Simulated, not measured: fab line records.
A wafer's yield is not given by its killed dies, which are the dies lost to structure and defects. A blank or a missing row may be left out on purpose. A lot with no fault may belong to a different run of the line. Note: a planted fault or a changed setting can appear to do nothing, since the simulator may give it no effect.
fab line records | flow nandHarc
record: lots: 13 wafers: 38 lastDay: 26
route steps=1159 shown P_M0@278 P_M1@297 P_M2@328 END@1159
lots with no fault: from the same line, run without faults
startH: the number of hours between the record's first day and the start of the first shown wafer of the lot | waitH: how many hours have passed since the lot's step before this one | " as in the row above | L1.1+2: a row that stands for several wafers | - no value present, or no start provided | * or withheld: withheld | < > ~ a bound
route shown NAME@n: a module of which the file shows steps, and the number in the route of the first | usual: mean/standard deviation taken from wafers without a fault | same: alike in all rows | chamber/n: place in a boat | sites: readings site by site | _std_site: the values' standard deviation | _edge_site: outer sites' mean less inner sites' | radiusMm: how far each site lies from the wafer's centre | mask NAME#n: copy n | behind: the last tool/chamber to shape the wafer | hold: cause of the lot's hold/its duration in hours/its outcome | device: which transistor (n, p or np) failed to switch | end of line: tests run on the same wafers once the route is complete | for a step that has no rows: nothing shown but its recipe | killed: at the first sort, the dies lost to defects and structure; wafer yield is something else | map: the dies of a wafer, with x for killed, . for not killed, _ for no die there
set.NAME: the setting as run; set.NAME@STEP: as run at that earlier step | model.NAME: the simulator's own value behind a step, which no gauge read
steps of the route over a sample of lots; a table a step, a row a wafer
services: from which hour (startH, from the record's first day; less than 0 if before it) a tool's chamber was out of use, for how many hours, and why
== steps ==
step: NHARC_P_M0_CMP_23
recipe: tOverpolishS: 20 targetThkNm: 117.53
usual: motorCurrentA: 11.8/1.1 timeToEndpointS: 31/3.1
columns lot.wafer tool chamber startH waitH motorCurrentA timeToEndpointS
L423.1 cmp-01 1 118.74 - 11.8 33
L423.3 " 3 " " 11.1 31
L423.6 " 0 " " 13.0 30
L425.3 cmp-01 1 127.79 - 11.4 33
L425.1 " 0 " " 13.4 31
L425.6 " 2 " " 13.2 27
L426.3 cmp-02 0 144.16 - 11.9 27
L426.6 " 2 " " 10.2 29
L426.5 " 3 " " 10.7 27
L427.1 cmp-04 3 144.78 - 11.0 37
L427.3 " 0 " " 12.0 32
L427.5 " 2 " " 13.5 30
L429.1 cmp-02 2 158.06 - 10.5 28
L429.4 " 3 " " 10.4 29
L429.5 " 0 " " 11.3 32
L431.3 cmp-01 2 163.08 - 13.6 34
L431.5 " 3 " " 10.9 30
L431.6 " 0 " " 12.9 34
L434.3 cmp-04 2 193.51 - 13.0 29
L434.4 " 3 " " 10.8 37
L434.6 " 3 " " 10.4 33
L438.1 cmp-01 1 209.76 - 11.4 34
L438.2 " 0 " " 12.8 31
L439.3 cmp-01 2 218.59 - 13.2 32
L439.1 " 0 " " 12.4 34
L439.6 " 2 " " 13.0 33
L443.1 cmp-01 0 232.24 - 12.0 29
L443.4 " 1 " " 11.6 34
L443.6 " 3 " " 10.8 29
L441.2 cmp-01 2 241.88 - 13.7 27
L441.3 " 0 " " 13.0 30
L441.5 " 2 " " 13.2 28
L445.3 cmp-01 2 249.64 - 14.1 27
L445.5 " 0 " " 12.6 29
L445.6 " 1 " " 11.9 34
L446.1 cmp-02 3 257.61 - 10.7 29
L446.2 " 0 " " 11.6 31
L446.6 " 3 " " 11.3 28
step: NHARC_P_M1_INSPECT_11
usual: rawDefectCount: 3.8/2.2
columns lot.wafer tool chamber startH waitH rawDefectCount
L423.1 defectInspect-01 - 120.74 0.0 5
L423.3 " - " " 2
L423.6 " - " " 4
L425.1 defectInspect-01 - 129.78 0.0 8
L425.3 " - " " 3
L425.6 " - " " 3
L426.3 defectInspect-02 - 146.08 0.0 3
L426.5 " - " " 2
L426.6 " - " " 3
L427.1 defectInspect-02 - 146.62 0.0 3
L427.3 " - " " 2
L427.5 " - " " 2
L429.1 defectInspect-01 - 159.97 0.0 4
L429.4 " - " " 3
L429.5 " - " " 12
L431.3 defectInspect-02 - 164.88 0.0 5
L431.5 " - " " 3
L431.6 " - " " 1
L434.3 defectInspect-02 - 195.36 0.0 2
L434.4 " - " " 4
L434.6 " - " " 1
L438.1 defectInspect-02 - 211.62 0.0 4
L438.2 " - " " 2
L439.1 defectInspect-02 - 220.52 0.0 2
L439.3 " - " " 8
L439.6 " - " " 3
L443.1 defectInspect-01 - 234.07 0.0 2
L443.4 " - " " 2
L443.6 " - " " 3
L441.2 defectInspect-01 - 243.85 0.0 3
L441.3 " - " " 1
L441.5 " - " " 5
L445.3 defectInspect-02 - 251.61 0.1 4
L445.5 " - " " 7
L445.6 " - " " 3
L446.1 defectInspect-01 - 259.59 0.0 3
L446.2 " - " " 4
L446.6 " - " " 3
step: NHARC_P_M1_CMP_23
recipe: tOverpolishS: 20 targetThkNm: 157.82
usual: motorCurrentA: 11.7/1 timeToEndpointS: 30/3.7
columns lot.wafer tool chamber startH waitH motorCurrentA timeToEndpointS
L423.1 cmp-02 3 123.00 - 10.8 30
L423.3 " 0 " " 11.1 31
L423.6 " 3 " " 10.5 30
L425.3 cmp-03 2 132.21 - 14.4 27
L425.1 " 0 " " 12.2 26
L425.6 " 2 " " 13.6 28
L426.3 cmp-04 2 148.33 - 13.2 30
L426.5 " 3 " " 11.0 34
L426.6 " 0 " " 11.9 33
L427.3 cmp-03 1 148.81 - 11.3 27
L427.1 " 2 " " 14.0 27
L427.5 " 1 " " 11.5 23
L429.1 cmp-02 3 162.14 - 10.9 30
L429.4 " 2 " " 10.7 31
L429.5 " 0 " " 11.0 32
L431.3 cmp-02 1 167.10 - 12.2 38
L431.6 " 3 " " 10.2 30
L431.5 " 0 " " 11.5 30
L434.3 cmp-04 0 197.62 - 12.1 30
L434.4 " 1 " " 13.4 32
L434.6 " 2 " " 13.7 28
L438.2 cmp-02 3 214.02 - 10.5 26
L438.1 " 0 " " 11.5 37
L439.1 cmp-02 2 222.86 - 11.1 37
L439.3 " 3 " " 10.9 38
L439.6 " 0 " " 11.1 32
L443.4 cmp-04 0 236.32 - 11.6 35
L443.1 " 2 " " 12.6 32
L443.6 " 3 " " 10.4 37
L441.3 cmp-02 3 246.05 - 10.5 37
L441.2 " 1 " " 12.7 33
L441.5 " 0 " " 11.9 30
L445.3 cmp-04 1 253.92 - 12.8 34
L445.5 " 0 " " 12.6 30
L445.6 " 1 " " 13.3 33
L446.1 cmp-03 3 261.78 - 10.5 26
L446.2 " 0 " " 13.0 29
L446.6 " 0 " " 12.7 28
step: NHARC_P_M1_INSPECT_27
usual: rawDefectCount: 317/130
columns lot.wafer tool chamber startH waitH rawDefectCount
L423.1 defectInspect-01 - 123.48 0.0 311
L423.3 " - " " 361
L423.6 " - " " 434
L425.1 defectInspect-02 - 132.68 0.0 511
L425.3 " - " " 379
L425.6 " - " " 585
L426.3 defectInspect-02 - 148.72 0.0 353
L426.5 " - " " 327
L426.6 " - " " 239
L427.1 defectInspect-01 - 149.25 0.0 276
L427.3 " - " " 344
L427.5 " - " " 257
L429.1 defectInspect-02 - 162.61 0.0 311
L429.4 " - " " 244
L429.5 " - " " 489
L431.3 defectInspect-02 - 167.51 0.0 273
L431.5 " - " " 275
L431.6 " - " " 180
L434.3 defectInspect-01 - 198.04 0.0 222
L434.4 " - " " 308
L434.6 " - " " 489
L438.1 defectInspect-01 - 214.49 0.0 2382
L438.2 " - " " 194
L439.1 defectInspect-02 - 223.27 0.0 2295
L439.3 " - " " 2167
L439.6 " - " " 162
L443.1 defectInspect-01 - 236.77 0.0 314
L443.4 " - " " 263
L443.6 " - " " 365
L441.2 defectInspect-02 - 246.52 0.0 320
L441.3 " - " " 2289
L441.5 " - " " 257
L445.3 defectInspect-02 - 254.36 0.0 124
L445.5 " - " " 229
L445.6 " - " " 296
L446.1 defectInspect-01 - 262.25 0.0 265
L446.2 " - " " 203
L446.6 " - " " 214
step: NHARC_P_M2_CD_MEAS_09
recipe: targetCdNm: 170 landingEnergyEv: 500
usual: cdNm: 170.5/0.69
columns lot.wafer tool chamber startH waitH cdNm
L423.1 cdSem-02 0 125.05 - 169.1
L423.3 " 0 " " 170.8
L423.6 " 0 " " 170.2
L425.1 cdSem-01 0 134.37 - 170.6
L425.3 " 0 " " 170.8
L425.6 " 0 " " 170.7
L426.3 cdSem-02 0 150.15 - 171.3
L426.5 " 0 " " 169.6
L426.6 " 0 " " 169.7
L427.1 cdSem-01 0 150.75 - 171.1
L427.3 " 0 " " 169.8
L427.5 " 0 " " 169.2
L429.1 cdSem-01 0 164.02 - 170.7
L429.4 " 0 " " 169.8
L429.5 " 0 " " 171.7
L431.3 cdSem-02 0 168.95 - 170.0
L431.5 " 0 " " 170.2
L431.6 " 0 " " 171.0
L434.3 cdSem-01 0 199.32 - 170.8
L434.4 " 0 " " 171.0
L434.6 " 0 " " 170.0
L438.2 cdSem-03 0 215.76 - 171.0
L439.6 cdSem-02 0 224.65 - 170.7
L443.1 cdSem-01 0 238.14 - 170.0
L443.4 " 0 " " 171.6
L443.6 " 0 " " 170.0
L441.2 cdSem-01 0 248.27 - 170.0
L441.5 " 0 " " 169.8
L445.3 cdSem-01 0 255.74 - 169.8
L445.5 " 0 " " 171.0
L445.6 " 0 " " 170.1
L446.1 cdSem-03 0 263.62 - 172.2
L446.2 " 0 " " 170.3
L446.6 " 0 " " 171.6
step: NHARC_END_SORT_01
recipe: tempC: 25
usual: defectLimitedYield: 95.4/1.7 killedAtArray: 27/12 killedAtOther: 0.9/1.1 killedAtPeriphery: 3.2/2.4 killedDies: 31/12 killedOpen: 3.3/1.7 killedShort: 2.0/1.6 sort_bin_2_pct: 1.5/0.74 sort_bin_3_pct: 0.25/0.22 sort_bin_4_pct: 2.9/1.1 sortNPass: 646/12 sortRimYieldPct: 97.2/1.8 sortYieldPct: 95.4/1.7
same: grossDies: 677 sort_bin_5_pct[%]: 0 sort_bin_6_pct[%]: 0 sort_bin_7_pct[%]: 0 sort_bin_8_pct[%]: 0 sortRimNGross: 106.00
columns lot.wafer tool chamber startH waitH defectLimitedYield[%] killedAtArray killedAtOther killedAtPeriphery killedDies killedOpen killedShort sort_bin_2_pct[%] sort_bin_3_pct[%] sort_bin_4_pct[%] sortNPass sortRimYieldPct[%] sortYieldPct[%]
L425.1 prober-01 0 442.39 2.5 97.5 10 1 6 17 4 1 1.0 0 1.5 660 97.2 97.5
L425.3 prober-01 0 444.00 3.1 97.6 13 2 1 16 3 0 0.9 0 1.5 661 98.1 97.6
L425.6 prober-01 0 446.42 4.0 97.6 13 1 2 16 3 4 0.9 0 1.5 661 99.1 97.6
L434.3 prober-02 0 580.63 3.1 93.8 41 0 1 42 1 4 1.8 0.89 3.5 635 95.3 93.8
L434.4 prober-02 0 581.44 3.4 93.1 41 1 5 47 5 2 2.1 0.30 4.6 630 95.3 93.1
L434.6 prober-02 0 583.05 4.0 92.0 47 3 4 54 5 2 1.3 0.15 6.5 623 95.3 92.0
L438.1 prober-02 0 594.70 2.5 0 27 0 650 677 2 1 0.7 96.16 3.1 0 0 0
L438.2 prober-02 0 595.50 2.8 94.5 34 1 2 37 4 3 2.4 0.44 2.7 640 96.2 94.5
L439.1 prober-02 0 602.48 2.5 0 29 3 645 677 4 2 1.2 95.42 3.4 0 0 0
L439.3 prober-02 0 604.07 3.1 0 33 1 643 677 4 0 1.0 94.68 4.3 0 0 0
L439.6 prober-02 0 606.46 4.0 95.6 26 1 3 30 3 2 1.5 0.15 2.8 647 97.2 95.6
L441.2 prober-01 0 611.12 2.8 93.1 40 0 7 47 6 0 1.6 0.30 5.0 630 96.2 93.1
L441.3 prober-01 0 611.92 3.1 0 48 0 629 677 3 0 2.2 93.21 4.6 0 0 0
L441.5 prober-01 0 613.53 3.7 92.3 49 0 3 52 4 5 1.9 0.74 5.0 625 96.2 92.3
L446.1 prober-02 0 626.01 2.5 96.2 21 3 2 26 1 5 0.6 0.30 3.0 651 95.3 96.2
L446.2 prober-02 0 626.81 2.8 97.0 17 0 3 20 2 0 0.6 0.15 2.2 657 99.1 97.0
L446.6 prober-02 0 630.04 4.0 95.3 23 5 4 32 4 2 2.2 0.15 2.4 645 100.0 95.3
killed by level:class
L425.1 P_STI:chamberFilmFlake=3 A_CONTACT:chamberFilmFlake=3 P_CONTACT:geometricParticle:open=2 A_SLIT:chamberFilmFlake=2 P_M0:geometricParticle:open=1 A_ONON_D1:geometricParticle:short=1 A_M0:geometricParticle:open=1 A_ZERO_WELL:chamberFilmFlake=1
L425.3 A_CONTACT:chamberFilmFlake=5 A_CHANNEL_HOLE_D1:chamberFilmFlake=3 HYBRID_BOND:chamberFilmFlake=2 A_SGD_CUT:geometricParticle:open=1 A_WL_FILL:geometricParticle:open=1 A_BLC:geometricParticle:open=1 P_STI:chamberFilmFlake=1 A_ZERO_WELL:chamberFilmFlake=1
L425.6 A_CONTACT:chamberFilmFlake=5 A_CHANNEL_FILL_D1:geometricParticle:short=3 P_CONTACT:geometricParticle:open=1 A_ONON_D1:geometricParticle:short=1 A_WL_FILL:geometricParticle:open=1 A_M1:geometricParticle:open=1 P_STI:chamberFilmFlake=1 A_CHANNEL_HOLE_D1:chamberFilmFlake=1
L434.3 A_CHANNEL_HOLE_D1:chamberFilmFlake=17 A_SLIT:chamberFilmFlake=14 A_CONTACT:chamberFilmFlake=2 A_ONON_D1:geometricParticle:short=1 A_SGD_CUT:geometricParticle:short=1 A_WL_FILL:geometricParticle:open=1 A_WL_FILL:geometricParticle:short=1 A_CONTACT:geometricParticle:short=1
L434.4 A_CHANNEL_HOLE_D1:chamberFilmFlake=18 A_SLIT:chamberFilmFlake=13 A_CONTACT:geometricParticle:open=2 A_CHANNEL_FILL_D1:chamberFilmFlake=2 A_CONTACT:chamberFilmFlake=2 P_GATE:geometricParticle:open=1 A_ONON_D1:geometricParticle:open=1 A_ONON_D1:geometricParticle:short=1
L434.6 A_CHANNEL_HOLE_D1:chamberFilmFlake=18 A_SLIT:chamberFilmFlake=16 A_STAIRCASE:chamberFilmFlake=5 A_CONTACT:chamberFilmFlake=3 A_M1:geometricParticle:open=2 P_M2:chamberFilmFlake=2 P_M0:geometricParticle:open=1 A_CHANNEL_FILL_D1:geometricParticle:open=1
L438.1 P_M1:areaCmp=648 A_CHANNEL_HOLE_D1:chamberFilmFlake=18 A_STAIRCASE:chamberFilmFlake=3 A_CONTACT:chamberFilmFlake=2 A_ONON_D1:geometricParticle:open=1 A_CHANNEL_FILL_D1:geometricParticle:short=1 A_CHANNEL_FILL_D1:geometricParticle:open=1 P_STI:chamberFilmFlake=1
L438.2 A_CHANNEL_HOLE_D1:chamberFilmFlake=23 A_CONTACT:geometricParticle:short=2 A_STAIRCASE:chamberFilmFlake=2 A_ONON_D1:geometricParticle:open=1 A_STAIRCASE:geometricParticle:open=1 A_WL_FILL:geometricParticle:short=1 A_CONTACT:geometricParticle:open=1 A_M0:geometricParticle:open=1
L439.1 P_M1:areaCmp=642 A_SLIT:chamberFilmFlake=11 A_CHANNEL_HOLE_D1:chamberFilmFlake=6 A_CONTACT:chamberFilmFlake=4 A_CONTACT:geometricParticle:open=2 A_STAIRCASE:chamberFilmFlake=2 THIN_TSV:chamberFilmFlake=2 P_GATE:geometricParticle:open=1
L439.3 P_M1:areaCmp=641 A_SLIT:chamberFilmFlake=17 A_CHANNEL_HOLE_D1:chamberFilmFlake=10 A_CONTACT:chamberFilmFlake=2 P_CONTACT:geometricParticle:open=1 P_M0:geometricParticle:open=1 A_CHANNEL_FILL_D1:geometricParticle:open=1 A_CONTACT:geometricParticle:open=1
L439.6 A_SLIT:chamberFilmFlake=10 A_CHANNEL_HOLE_D1:chamberFilmFlake=6 A_CONTACT:chamberFilmFlake=5 P_M0:geometricParticle:open=1 P_BONDPAD:geometricParticle:open=1 A_ONON_D1:geometricParticle:short=1 A_CONTACT:geometricParticle:open=1 A_BLC:geometricParticle:short=1
L441.2 A_CHANNEL_HOLE_D1:chamberFilmFlake=23 A_SLIT:chamberFilmFlake=14 P_GATE:geometricParticle:open=2 A_CONTACT:chamberFilmFlake=2 P_STI:geometricParticle:open=1 P_CONTACT:geometricParticle:open=1 P_M0:geometricParticle:open=1 P_M1:geometricParticle:open=1
L441.3 P_M1:areaCmp=628 A_CHANNEL_HOLE_D1:chamberFilmFlake=21 A_SLIT:chamberFilmFlake=17 A_STAIRCASE:chamberFilmFlake=4 A_CONTACT:chamberFilmFlake=3 P_STI:geometricParticle:open=1 A_CHANNEL_FILL_D1:geometricParticle:open=1 A_SGD_CUT:geometricParticle:open=1
L441.5 A_CHANNEL_HOLE_D1:chamberFilmFlake=21 A_SLIT:chamberFilmFlake=20 A_CHANNEL_FILL_D1:geometricParticle:short=2 A_CONTACT:geometricParticle:open=2 A_M0:geometricParticle:open=2 P_STI:geometricParticle:short=1 P_M2:geometricParticle:short=1 A_WL_FILL:geometricParticle:short=1
L446.1 A_CHANNEL_HOLE_D1:chamberFilmFlake=7 A_STAIRCASE:chamberFilmFlake=6 A_CONTACT:chamberFilmFlake=3 A_CHANNEL_FILL_D1:geometricParticle:short=2 A_BLC:geometricParticle:short=2 A_CHANNEL_FILL_D1:geometricParticle:open=1 P_ZERO_WELL:chamberFilmFlake=1 P_GATE:chamberFilmFlake=1
L446.2 A_CHANNEL_HOLE_D1:chamberFilmFlake=9 A_STAIRCASE:chamberFilmFlake=4 A_CONTACT:chamberFilmFlake=3 P_GATE:geometricParticle:open=1 P_M0:geometricParticle:open=1 P_ZERO_WELL:chamberFilmFlake=1 A_SLIT:chamberFilmFlake=1
L446.6 A_STAIRCASE:chamberFilmFlake=7 A_CHANNEL_HOLE_D1:chamberFilmFlake=6 A_CONTACT:chamberFilmFlake=5 THIN_TSV:chamberFilmFlake=5 A_WL_FILL:geometricParticle:open=2 P_GATE:geometricParticle:open=1 P_M0:geometricParticle:open=1 A_M0:geometricParticle:short=1
== services ==
columns tool chamber startH hours kind
cmp-01 - 95.33 0.2 repair
cmp-04 - 96.34 1.5 repair
cmp-01 - 96.61 4.5 repair
cmp-04 - 105.07 4.0 pm
cmp-04 - 109.07 - consumableReplace:conditioner
cmp-04 - 109.07 - consumableReplace:pad
cmp-01 - 109.31 1.9 repair
cmp-01 - 112.28 0.2 repair
cmp-02 - 128.50 4.0 pm
cmp-02 - 132.50 - consumableReplace:conditioner
cmp-02 - 132.50 - consumableReplace:pad
cmp-03 - 156.12 4.0 pm
cmp-01 - 179.50 4.0 pm
cmp-01 - 183.50 - consumableReplace:conditioner
cmp-01 - 183.50 - consumableReplace:pad
cmp-04 - 203.07 4.0 pm
cmp-04 - 208.22 0.2 repair
cmp-01 - 210.32 0.6 repair
cmp-02 - 226.50 4.0 pm
cmp-02 - 230.50 - consumableReplace:conditioner
cmp-02 - 230.50 - consumableReplace:pad
cmp-01 - 240.66 1.2 repair
cmp-03 - 243.76 6.6 repair
cmp-03 - 254.12 4.0 pm
== key ==
firstSign: step: NHARC_P_M1_CMP_23 reading: timeToEndpointS direction: up sigmas: 1.9 usual: * struck: *
effect: step: NHARC_P_M1_INSPECT_27 reading: rawDefectCount direction: up sigmas: 15 usual: 317 struck: 2283
effect: step: NHARC_END_SORT_01 reading: sort_bin_3_pct direction: up sigmas: 99+ usual: 0.25 struck: 94.87
moreKillsBornAt: NHARC_P_M1_CMP_23@cmp-02: 2559
metAt NHARC_P_M1_CMP_23
struckLots L438,L439,L441
struckWafers L438.1,L439.1,L439.3,L441.3
laterRowsLeftOut L438.1,L439.1,L439.3,L441.3
notActingAt NHARC_P_M0_CMP_23,NHARC_P_M1_INSPECT_11,NHARC_P_M2_CD_MEAS_09
onsetBetween 167.10 214.02
fault: kind: processParameterDrift tool: cmp-02 chamber: - onsetH: 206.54 steps: NHARC_P_M1_CMP_23 channel: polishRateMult offset: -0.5 shape: step endH: 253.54 scope: struckWafersOnly
laterRowsLeftOut: the simulator's readings of these wafers behind a module that went badly wrong aren't trusted and aren't shown, but for the sort
